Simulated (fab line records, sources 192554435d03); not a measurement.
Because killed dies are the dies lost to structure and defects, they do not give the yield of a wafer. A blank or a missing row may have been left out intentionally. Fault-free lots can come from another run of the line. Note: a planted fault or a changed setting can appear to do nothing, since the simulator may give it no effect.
What tool caused it? | flow n5-finfet | 11 lots with 33 wafers sampled at 3 steps, on a route of 1938 steps

WHAT EACH GAUGE READ, for each wafer
N5_BEOL_M13_INSPECT_12: inspects for defects (macro).
lot  | measured     | on                | raw-defect-count
L172 | day 11 00:47 | defect-inspect-01 | 6 3 1
L173 | day 11 10:36 | defect-inspect-01 | 6 0 1
L175 | day 11 13:00 | defect-inspect-01 | 2 1 0
L174 | day 11 19:23 | defect-inspect-01 | 4 1 0
L179 | day 12 21:46 | defect-inspect-02 | 4 1 4
L181 | day 13 03:04 | defect-inspect-01 | 0 5 4
L183 | day 13 15:46 | defect-inspect-02 | 1 4 3
L187 | day 14 23:22 | defect-inspect-02 | 2 1 2
L191 | day 15 11:10 | defect-inspect-02 | 3 4 3
L194 | day 16 17:26 | defect-inspect-01 | 1 3 1
L195 | day 16 22:14 | defect-inspect-01 | 4 2 1

WHAT TOOL EACH LOT RAN ON (gives the tool, then ch and the chambers of the sampled wafers, and finally the start)
lot  | N5_BEOL_M12_SPUTTER_44       | N5_BEOL_M12_ANNEAL_48
L172 | pvd-sputter-03, day 10 23:01 | rtp-anneal-02 ch 0, day 10 23:23
L173 | pvd-sputter-02, day 11 08:49 | rtp-anneal-01 ch 0, day 11 09:11
L175 | pvd-sputter-02, day 11 11:13 | rtp-anneal-01 ch 0, day 11 11:37
L174 | pvd-sputter-01, day 11 17:27 | rtp-anneal-01 ch 0, day 11 18:04
L179 | pvd-sputter-01, day 12 20:08 | rtp-anneal-02 ch 0, day 12 20:34
L181 | pvd-sputter-02, day 13 01:07 | rtp-anneal-01 ch 0, day 13 01:40
L183 | pvd-sputter-02, day 13 14:00 | rtp-anneal-02 ch 0, day 13 14:26
L187 | pvd-sputter-02, day 14 20:38 | rtp-anneal-01 ch 0, day 14 21:47
L191 | pvd-sputter-02, day 15 08:44 | rtp-anneal-01 ch 0, day 15 09:46
L194 | pvd-sputter-02, day 16 15:37 | rtp-anneal-01 ch 0, day 16 16:08
L195 | pvd-sputter-02, day 16 20:08 | rtp-anneal-02 ch 0, day 16 20:54
- N5_BEOL_M12_SPUTTER_44: material Ta, target thk 10 nm, time 16.13 s.
- N5_BEOL_M12_ANNEAL_48: time 90 s.

THE ANSWER, worked out from the rows above alone
Rule: what is usual is taken from the lots themselves. Put in order of their means at a reading, lots are off if they are a third of the lots or fewer, leave a main group of 4 or more, and stand apart from it by a gap of 3 or more times the standard deviation of the main group's means; of several such gaps the widest counts. Not used: any main group whose means are identical at the precision the tables above print for the reading. Also off: a lot with no number at a reading for which 4 or more lots have one. Any other lot the step has rows for is counted as sound.
Across all readings shown, no lot is off: no conclusion can be drawn from this.

WHAT THE SIMULATOR HAD INSERTED
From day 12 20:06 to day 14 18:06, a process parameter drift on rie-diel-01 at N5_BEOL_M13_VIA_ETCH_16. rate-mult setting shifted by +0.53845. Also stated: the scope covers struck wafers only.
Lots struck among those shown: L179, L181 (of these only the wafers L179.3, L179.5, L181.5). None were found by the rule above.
